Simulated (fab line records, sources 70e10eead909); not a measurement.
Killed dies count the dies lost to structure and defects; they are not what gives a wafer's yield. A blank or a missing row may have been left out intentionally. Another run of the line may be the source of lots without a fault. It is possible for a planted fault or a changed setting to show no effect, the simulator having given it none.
fab line records ; flow nandHarc
record: lots: 11; wafers: 33; lastDay: 33
route steps=1302 shown P_ZERO_WELL@17 P_STI@73 P_GATE@122 END@1302
lots with no fault: from the same line, run without faults
startH: hours from the record's opening day to when the first of the lot's shown wafers began ; waitH: how many hours have passed since the lot's step before this one ; " unchanged from the row above ; L1.1+2: a row that stands for several wafers ; - either no value or no given start ; * or withheld: withheld ; < > ~ a bound
route shown NAME@n: a module of which the file shows steps, and the number in the route of the first ; usual: average and standard deviation across the fault-free wafers ; same: alike in all rows ; chamber/n: place in a boat ; sites: each site's reading ; _std_site: the standard deviation of these ; _edge_site: outer sites' mean less inner sites' ; radiusMm: how far each site lies from the wafer's centre ; mask NAME#n: copy n ; behind: tool/chamber where the wafer was last shaped ; hold: cause of the lot's hold/its duration in hours/its outcome ; device: whichever transistor did not switch (one of n, p or np) ; end of line: the same wafers' tests at the end of the route ; where a step has no rows: the recipe by itself ; killed: dies lost to structure and defects at the first sort, not the wafer's yield ; map: a wafer's dies, marking killed ones x, the rest . and places with no die _
set.NAME: the setting as run; set.NAME@STEP: as run at that earlier step ; model.NAME: the simulator's own value behind a step, which no gauge read
the route's steps for a sample of lots (tables are steps, rows are wafers)
services: from which hour (startH, from the record's first day; less than 0 if before it) a tool's chamber was out of use, for how many hours, and why
== steps ==
step: NHARC_P_ZERO_WELL_ETCH_65
recipe: targetDepthA: 800; overetchA: 240; timeS: 87.88; ionEnergyEv: 200; n2FlowSccm: 150; h2FlowSccm: 150; arFlowSccm: 0; rfW: 400; biasW: 150; chemistry: N2/H2
usual: drypumpMotorCurrentA: 6.0/0.37; mfcArSccm: 0.010/0.012; oesProductAu: 0.998/0.0091; rfVppV: 431.3/2.7; showerheadPlenumPTorr: 2.07/0.1; throttleValvePct: 14.170/0.0094
lot.wafer;tool;chamber;startH;waitH;drypumpMotorCurrentA;mfcArSccm;oesProductAu;rfHoursCounterH;rfVppV;showerheadPlenumPTorr;throttleValvePct
L757.3;rieDiel-02;0;31.49;0.1;6.0;0.004;0.982;52;430.7;2.03;14.167
L757.2;rieDiel-02;1;31.49;0.1;5.5;0;0.999;52;426.3;1.87;14.176
L757.6;rieDiel-02;3;31.49;0.1;5.8;0.002;0.982;-;427.1;1.93;14.183
L758.3;rieDiel-03;2;42.04;0.1;6.4;0.000;1.007;31;429.9;1.99;14.175
L758.1;rieDiel-03;3;42.04;0.1;6.2;0.024;1.011;29;425.6;1.88;14.178
L758.2;rieDiel-03;0;42.04;0.1;5.7;0.008;1.009;30;430.8;2.03;14.175
L759.1;rieDiel-08;0;51.47;0.1;6.4;0.027;0.993;11;429.9;2.03;14.176
L759.2;rieDiel-08;2;51.47;0.1;6.2;0.016;0.994;9;432.8;2.11;14.164
L759.5;rieDiel-08;0;51.47;0.1;6.4;0.027;0.999;-;431.1;2.03;14.165
L761.1;rieDiel-02;1;71.49;0.1;5.5;0;0.991;9;435.6;2.22;14.178
L761.4;rieDiel-02;2;71.49;0.1;6.6;0.033;0.990;8;432.6;2.14;14.168
L761.3;rieDiel-02;0;71.49;0.1;5.9;0.004;0.995;6;429.1;2.03;14.178
L762.3;rieDiel-02;1;81.53;0.1;5.5;0;0.994;11;435.7;2.21;14.169
L762.1;rieDiel-02;2;81.53;0.1;6.6;0.033;1.000;11;432.5;2.14;14.181
L762.5;rieDiel-02;0;81.53;0.1;5.9;0.004;1.001;-;428.9;2.02;14.173
L766.1;rieDiel-08;0;121.42;0.1;6.4;0.027;0.991;32;431.4;2.02;14.175
L766.6;rieDiel-08;3;121.42;0.1;6.0;0.003;1.001;-;432.8;2.21;14.154
L766.5;rieDiel-08;0;121.42;0.1;6.4;0.027;0.994;-;430.1;2.02;14.162
L767.1;rieDiel-02;3;131.79;0.1;5.8;0.002;0.990;22;427.7;1.93;14.176
L767.4;rieDiel-02;0;131.79;0.1;5.9;0.004;1.004;24;430.6;2.02;14.171
L767.6;rieDiel-02;2;131.79;0.1;6.6;0.033;0.993;-;432.0;2.13;14.190
L768.4;rieDiel-08;2;141.56;0.1;6.2;0.016;1.006;41;431.8;2.10;14.173
L768.3;rieDiel-08;3;141.56;0.1;6.1;0.003;0.993;46;434.4;2.20;14.165
L768.6;rieDiel-08;2;141.56;0.1;6.2;0.016;1.008;-;432.7;2.10;14.165
L777.4;rieDiel-03;0;231.40;0.1;5.7;0.008;1.008;48;431.0;2.00;14.166
L777.6;rieDiel-03;0;231.40;0.1;5.7;0.008;1.006;-;430.5;2.00;14.172
L777.5;rieDiel-03;1;231.40;0.1;5.6;0.006;1.006;-;433.1;2.14;14.163
L778.2;rieDiel-02;0;241.49;0.1;6.0;0.004;0.992;7;429.0;2.01;14.182
L778.4;rieDiel-02;1;241.49;0.1;5.5;0;1.001;7;434.9;2.20;14.171
L778.1;rieDiel-02;2;241.49;0.1;6.6;0.033;0.997;5;434.4;2.12;14.187
L779.1;rieDiel-02;0;251.48;0.1;5.9;0.004;1.007;9;429.6;2.01;14.176
L779.3;rieDiel-02;1;251.48;0.1;5.5;0;0.999;9;435.0;2.20;14.170
L779.5;rieDiel-02;0;251.48;0.1;5.9;0.004;0.999;-;430.3;2.01;14.176
step: NHARC_P_STI_HM_DEP_30
recipe: targetThkA: 800; tempC: 790; pressureMtorr: 300; timeS: 873; material: Si3N4
usual: pressureMtorr: 300.1/0.58; zonePowerLowerPct: 13.9/1
lot.wafer;tool;chamber;startH;waitH;pressureMtorr;zonePowerLowerPct
L757.2;lpcvd-02;1;51.56;3.5;299.2;14.1
L757.3;lpcvd-02;1;51.56;3.5;300.6;14.3
L757.6;lpcvd-02;1;51.56;3.5;300.2;13.8
L758.1;lpcvd-01;1;60.89;3.5;300.1;15.3
L758.2;lpcvd-01;1;60.89;3.5;300.7;15.2
L758.3;lpcvd-01;1;60.89;3.5;299.5;15.1
L759.1;lpcvd-02;1;71.17;3.5;299.0;14.1
L759.2;lpcvd-02;1;71.17;3.5;299.4;14.2
L759.5;lpcvd-02;1;71.17;3.5;298.0;13.8
L761.1;lpcvd-02;1;90.19;3.5;300.3;13.9
L761.3;lpcvd-02;1;90.19;3.5;300.2;14.0
L761.4;lpcvd-02;1;90.19;3.5;301.4;13.9
L762.1;lpcvd-01;1;98.77;3.5;299.5;15.3
L762.3;lpcvd-01;1;98.77;3.5;299.9;15.2
L762.5;lpcvd-01;1;98.77;3.5;300.0;15.5
L766.1;lpcvd-01;1;144.32;3.5;299.6;15.2
L766.5;lpcvd-01;1;144.32;3.5;299.7;15.2
L766.6;lpcvd-01;1;144.32;3.5;299.4;15.2
L767.1;lpcvd-02;1;153.91;3.5;301.3;14.0
L767.4;lpcvd-02;1;153.91;3.5;301.1;14.0
L767.6;lpcvd-02;1;153.91;3.5;300.7;14.2
L768.3;lpcvd-01;0;158.50;3.5;299.5;13.7
L768.4;lpcvd-01;0;158.50;3.5;300.7;13.9
L768.6;lpcvd-01;0;158.50;3.5;300.3;13.8
L777.4;lpcvd-02;1;248.08;3.5;299.8;14.1
L777.5;lpcvd-02;1;248.08;3.5;299.2;13.9
L777.6;lpcvd-02;1;248.08;3.5;299.8;14.0
L778.1;lpcvd-02;0;260.63;3.5;300.9;12.4
L778.2;lpcvd-02;0;260.63;3.5;300.2;12.3
L778.4;lpcvd-02;0;260.63;3.5;300.3;12.3
L779.1;lpcvd-01;0;269.97;3.5;300.1;13.8
L779.3;lpcvd-01;0;269.97;3.5;301.6;13.9
L779.5;lpcvd-01;0;269.97;3.5;299.7;13.5
step: NHARC_P_STI_INSPECT_11
usual: rawDefectCount: 5.4/2.7
lot.wafer;tool;chamber;startH;waitH;rawDefectCount
L757.2;defectInspect-01;-;55.74;0.0;10
L757.3;defectInspect-01;-;55.74;0.0;11
L757.6;defectInspect-01;-;55.74;0.0;2
L758.1;defectInspect-02;-;64.95;0.0;5
L758.2;defectInspect-02;-;64.95;0.0;2
L758.3;defectInspect-02;-;64.95;0.0;8
L759.1;defectInspect-02;-;75.35;0.0;4
L759.2;defectInspect-02;-;75.35;0.0;1
L759.5;defectInspect-02;-;75.35;0.0;3
L761.1;defectInspect-01;-;94.40;0.0;5
L761.3;defectInspect-01;-;94.40;0.0;6
L761.4;defectInspect-01;-;94.40;0.0;2
L762.1;defectInspect-01;-;103.04;0.0;8
L762.3;defectInspect-01;-;103.04;0.0;4
L762.5;defectInspect-01;-;103.04;0.0;4
L766.1;defectInspect-02;-;148.55;0.0;5
L766.5;defectInspect-02;-;148.55;0.0;7
L766.6;defectInspect-02;-;148.55;0.0;4
L767.1;defectInspect-01;-;157.93;0.0;7
L767.4;defectInspect-01;-;157.93;0.0;5
L767.6;defectInspect-01;-;157.93;0.0;5
L768.3;defectInspect-02;-;162.70;0.0;27
L768.4;defectInspect-02;-;162.70;0.0;17
L768.6;defectInspect-02;-;162.70;0.0;25
L777.4;defectInspect-02;-;252.25;0.0;4
L777.5;defectInspect-02;-;252.25;0.0;9
L777.6;defectInspect-02;-;252.25;0.0;5
L778.1;defectInspect-01;-;264.84;0.0;5
L778.2;defectInspect-01;-;264.84;0.0;4
L778.4;defectInspect-01;-;264.84;0.0;13
L779.1;defectInspect-01;-;274.22;0.0;3
L779.3;defectInspect-01;-;274.22;0.0;5
L779.5;defectInspect-01;-;274.22;0.0;2
step: NHARC_P_GATE_CD_MEAS_11
recipe: targetCdNm: 1640; landingEnergyEv: 500
usual: cdNm: 1640.2/1.4
lot.wafer;tool;chamber;startH;waitH;cdNm
L757.2;cdSem-03;0;90.83;-;1640.0
L757.3;cdSem-03;0;90.83;-;1639.2
L757.6;cdSem-03;0;90.83;-;1639.4
L758.1;cdSem-02;0;101.58;-;1638.4
L758.2;cdSem-02;0;101.58;-;1639.1
L758.3;cdSem-02;0;101.58;-;1640.1
L759.1;cdSem-01;0;116.36;-;1639.9
L759.2;cdSem-01;0;116.36;-;1642.4
L759.5;cdSem-01;0;116.36;-;1640.7
L761.1;cdSem-01;0;131.19;-;1640.7
L761.3;cdSem-01;0;131.19;-;1641.2
L761.4;cdSem-01;0;131.19;-;1641.0
L762.1;cdSem-01;0;145.22;-;1642.1
L762.3;cdSem-01;0;145.22;-;1641.0
L762.5;cdSem-01;0;145.22;-;1641.7
L766.1;cdSem-01;0;188.95;-;1642.0
L766.5;cdSem-01;0;188.95;-;1640.1
L766.6;cdSem-01;0;188.95;-;1642.0
L767.1;cdSem-02;0;194.99;-;1640.1
L767.4;cdSem-02;0;194.99;-;1640.1
L767.6;cdSem-02;0;194.99;-;1640.5
L768.3;cdSem-02;0;202.05;-;1642.3
L768.4;cdSem-02;0;202.05;-;1641.0
L768.6;cdSem-02;0;202.05;-;1640.6
L777.4;cdSem-03;0;290.02;-;1641.0
L777.5;cdSem-03;0;290.02;-;1641.0
L777.6;cdSem-03;0;290.02;-;1640.8
L778.1;cdSem-01;0;300.43;-;1639.8
L778.2;cdSem-01;0;300.43;-;1638.8
L778.4;cdSem-01;0;300.43;-;1641.1
L779.1;cdSem-03;0;312.39;-;1640.0
L779.3;cdSem-03;0;312.39;-;1641.2
L779.5;cdSem-03;0;312.39;-;1639.2
step: NHARC_P_GATE_DESCUM_13
recipe: timeS: 3; o2FlowSccm: 200; arFlowSccm: 0; biasPowerW: 0; chemistry: O2
usual: drypumpMotorCurrentA: 5.7/0.52; mfcArSccm: 0.006/0.0088; oesProductAu: 1.003/0.0071; rfVppV: 58.0/0.86; showerheadPlenumPTorr: 1.94/0.082; throttleValvePct: 11.311/0.0087
lot.wafer;tool;chamber;startH;waitH;drypumpMotorCurrentA;mfcArSccm;oesProductAu;rfHoursCounterH;rfVppV;showerheadPlenumPTorr;throttleValvePct
L757.2;rieDiel-12;1;91.00;-;5.4;0.007;0.991;11;58.5;1.91;11.294
L757.3;rieDiel-12;3;91.00;-;6.2;0;1.009;9;57.7;1.90;11.304
L757.6;rieDiel-12;0;91.00;-;5.1;0;1.002;-;57.0;1.79;11.308
L758.3;rieDiel-12;0;101.76;-;5.1;0;0.999;0;57.6;1.79;11.315
L758.2;rieDiel-12;1;101.76;-;5.4;0.007;1.003;0;56.9;1.91;11.317
L758.1;rieDiel-12;2;101.76;-;5.8;0.002;0.995;0;58.7;1.95;11.319
L759.1;rieDiel-12;0;116.52;-;5.1;0;0.997;1;57.0;1.79;11.306
L759.2;rieDiel-12;2;116.52;-;5.8;0.002;1.009;1;57.4;1.95;11.325
L759.5;rieDiel-12;1;116.52;-;5.4;0.007;1.012;-;58.1;1.91;11.307
L761.4;rieDiel-01;3;131.35;-;6.5;0.017;0.994;5;58.2;1.91;11.311
L761.1;rieDiel-01;0;131.35;-;5.0;0;0.988;5;57.9;2.03;11.300
L761.3;rieDiel-01;2;131.35;-;5.3;0;1.009;5;57.4;1.90;11.317
L762.1;rieDiel-01;0;145.38;-;5.0;0;1.007;7;60.1;2.03;11.312
L762.3;rieDiel-01;3;145.38;-;6.5;0.017;1.009;7;58.9;1.91;11.314
L762.5;rieDiel-01;0;145.38;-;5.0;0;1.011;-;57.6;2.03;11.310
L766.1;rieDiel-09;1;189.14;-;6.7;0.029;1.001;3;58.8;1.84;11.306
L766.6;rieDiel-09;3;189.14;-;6.2;0;1.007;-;57.1;2.03;11.308
L766.5;rieDiel-09;0;189.14;-;5.7;0;0.993;-;60.1;2.06;11.320
L767.1;rieDiel-09;1;195.15;-;6.7;0.029;1.007;3;56.7;1.84;11.306
L767.4;rieDiel-09;0;195.15;-;5.7;0;0.999;4;58.3;2.06;11.306
L767.6;rieDiel-09;1;195.15;-;6.7;0.029;1.002;-;58.0;1.84;11.312
L768.3;rieDiel-01;0;202.20;-;5.0;0;0.997;11;58.3;2.03;11.317
L768.4;rieDiel-01;1;202.20;-;5.4;0;0.994;11;58.5;2.05;11.299
L768.6;rieDiel-01;0;202.20;-;5.0;0;0.988;-;58.4;2.03;11.298
L777.4;rieDiel-01;2;290.19;-;5.3;0;0.998;4;58.7;1.90;11.319
L777.5;rieDiel-01;0;290.19;-;5.0;0;0.999;-;58.9;2.02;11.309
L777.6;rieDiel-01;1;290.19;-;5.4;0;1.006;-;59.8;2.05;11.320
L778.2;rieDiel-12;2;300.59;-;5.8;0.002;1.005;0;58.1;1.95;11.299
L778.4;rieDiel-12;3;300.59;-;6.2;0;0.998;0;58.5;1.90;11.306
L778.1;rieDiel-12;0;300.59;-;5.1;0;0.996;0;58.5;1.78;11.313
L779.3;rieDiel-12;2;312.56;-;5.8;0.002;1.011;1;59.0;1.95;11.296
L779.1;rieDiel-12;3;312.56;-;6.2;0;1.008;1;58.0;1.90;11.301
L779.5;rieDiel-12;2;312.56;-;5.8;0.002;1.003;-;58.1;1.95;11.316
step: NHARC_END_SORT_01
recipe: tempC: 25
usual: killedAtArray: 59/19; killedAtOther: 0.6/0.85; killedAtPeriphery: 3.8/2.5; killedDies: 64/19; killedOpen: 3.3/1.8; killedShort: 2.2/1.6
same: grossDies: 677
lot.wafer;tool;chamber;startH;waitH;killedAtArray;killedAtOther;killedAtPeriphery;killedDies;killedOpen;killedShort
L759.1;prober-02;0;596.01;2.5;64;0;2;66;3;2
L759.2;prober-02;0;596.80;2.8;74;2;2;78;1;5
L759.5;prober-02;0;599.19;3.7;62;0;7;69;1;3
L768.3;prober-01;0;691.06;3.1;55;1;15;71;3;0
L768.4;prober-01;0;691.86;3.4;61;0;12;73;4;2
L768.6;prober-01;0;693.46;4.0;56;0;13;69;0;5
L779.1;prober-02;0;780.70;2.5;62;0;13;75;6;1
L779.3;prober-02;0;782.30;3.1;55;0;12;67;1;7
L779.5;prober-02;0;783.90;3.7;73;1;6;80;6;1
killed by level:class
L759.1 A_SLIT:chamberFilmFlake=27 A_CHANNEL_HOLE_D2:chamberFilmFlake=27 A_CONTACT:chamberFilmFlake=3 P_STI:chamberFilmFlake=2 A_DECK1_JOINT:chamberFilmFlake=2 A_CHANNEL_FILL_D1:geometricParticle:open=1 A_ONON_D2:geometricParticle:open=1 A_CHANNEL_HOLE_D2:geometricParticle:open=1
L759.2 A_CHANNEL_HOLE_D2:chamberFilmFlake=37 A_SLIT:chamberFilmFlake=23 A_DECK1_JOINT:chamberFilmFlake=4 P_STI:chamberFilmFlake=2 A_CHANNEL_HOLE_D1:chamberFilmFlake=2 A_CHANNEL_FILL_D1:geometricParticle:short=1 A_DECK1_JOINT:geometricParticle:short=1 A_CHANNEL_FILL_D2:geometricParticle:open=1
L759.5 A_SLIT:chamberFilmFlake=29 A_CHANNEL_HOLE_D2:chamberFilmFlake=21 P_STI:chamberFilmFlake=7 A_STAIRCASE:chamberFilmFlake=3 A_ONON_D1:geometricParticle:short=2 A_CHANNEL_HOLE_D1:chamberFilmFlake=2 A_CONTACT:chamberFilmFlake=2 A_SOURCE_PLATE:geometricParticle:short=1
L768.3 A_SLIT:chamberFilmFlake=34 P_STI:unspecified=13 A_WL_FILL:chamberFilmFlake=9 A_STAIRCASE:chamberFilmFlake=3 P_GATE:chamberFilmFlake=2 A_CHANNEL_HOLE_D1:chamberFilmFlake=2 A_CONTACT:chamberFilmFlake=2 A_WL_FILL:geometricParticle:open=1
L768.4 A_SLIT:chamberFilmFlake=35 P_STI:unspecified=11 A_CONTACT:chamberFilmFlake=9 A_CHANNEL_HOLE_D1:chamberFilmFlake=7 A_SGD_CUT:geometricParticle:open=2 A_ONON_D1:geometricParticle:open=1 A_CHANNEL_FILL_D1:geometricParticle:short=1 A_CHANNEL_HOLE_D2:geometricParticle:short=1
L768.6 A_SLIT:chamberFilmFlake=36 P_STI:unspecified=11 A_CONTACT:chamberFilmFlake=4 A_ONON_D1:geometricParticle:short=3 A_CHANNEL_HOLE_D1:chamberFilmFlake=3 A_DECK1_JOINT:chamberFilmFlake=3 A_STAIRCASE:chamberFilmFlake=3 A_WL_FILL:chamberFilmFlake=2
L779.1 A_SLIT:chamberFilmFlake=27 A_CHANNEL_HOLE_D2:chamberFilmFlake=15 A_CHANNEL_HOLE_D1:chamberFilmFlake=11 P_BONDPAD:chamberFilmFlake=6 P_GATE:chamberFilmFlake=3 A_CONTACT:chamberFilmFlake=3 P_CONTACT:geometricParticle:open=1 P_M0:geometricParticle:open=1
L779.3 A_CHANNEL_HOLE_D2:chamberFilmFlake=18 A_SLIT:chamberFilmFlake=12 A_CHANNEL_HOLE_D1:chamberFilmFlake=11 P_BONDPAD:chamberFilmFlake=7 A_STAIRCASE:chamberFilmFlake=5 P_M0:geometricParticle:short=2 P_GATE:chamberFilmFlake=2 A_CONTACT:chamberFilmFlake=2
L779.5 A_SLIT:chamberFilmFlake=29 A_CHANNEL_HOLE_D2:chamberFilmFlake=18 A_CHANNEL_HOLE_D1:chamberFilmFlake=11 A_CONTACT:chamberFilmFlake=4 A_STAIRCASE:chamberFilmFlake=3 P_M0:geometricParticle:open=2 P_GATE:chamberFilmFlake=2 P_BONDPAD:chamberFilmFlake=2
== services ==
tool;chamber;startH;hours;kind
rieDiel-08;-;14.27;9.0;pm
lpcvd-01;-;26.00;26.0;pm
rieDiel-01;-;26.80;9.0;pm
rieDiel-02;-;39.70;9.0;pm
rieDiel-08;3;43.08;2.2;repair
rieDiel-08;-;76.24;0.3;repair
rieDiel-12;-;91.40;9.0;pm
rieDiel-02;0;111.94;9.0;repair
rieDiel-08;-;116.28;1.1;repair
rieDiel-02;1;122.53;5.6;repair
rieDiel-08;2;133.19;6.7;repair
rieDiel-12;0;177.55;8.0;repair
rieDiel-08;-;191.69;9.0;pm
rieDiel-01;-;203.80;9.0;pm
rieDiel-02;-;216.70;9.0;pm
rieDiel-12;2;231.05;7.4;repair
rieDiel-12;0;266.02;2.6;repair
rieDiel-12;-;268.40;9.0;pm
rieDiel-02;2;272.19;1.5;repair
rieDiel-01;0;277.26;3.5;repair
rieDiel-08;1;283.86;1.2;repair
rieDiel-01;0;298.87;1.5;repair
rieDiel-02;0;304.79;9.6;repair
rieDiel-02;2;306.82;7.8;repair
== key ==
firstSign: step: NHARC_P_STI_INSPECT_11; reading: rawDefectCount; direction: up; sigmas: 6.5; usual: 5.4; struck: 23
effect: step: NHARC_END_SORT_01; reading: killedAtPeriphery; direction: up; sigmas: 3.9; usual: 3.8; struck: 13.3
metAt NHARC_P_STI_HM_DEP_30
struckLots L768
struckWafers L768.3,L768.4,L768.6
testerLeftOut L768
notActingAt NHARC_P_ZERO_WELL_ETCH_65,NHARC_P_GATE_CD_MEAS_11,NHARC_P_GATE_DESCUM_13
fault: kind: chamberParticleSource; tool: lpcvd-01; chamber: 0; onsetH: 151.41; steps: NHARC_P_STI_HM_DEP_30; ratePerVisitCm2: 0.028802; endH: 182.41
testerLeftOut: of these lots the tester's yield and bins aren't shown, on N5 and GAA mostly nor the transistor test; their killed dies are dies lost to structure and defects alone, not to doping, threshold or leakage, so they don't give the yield
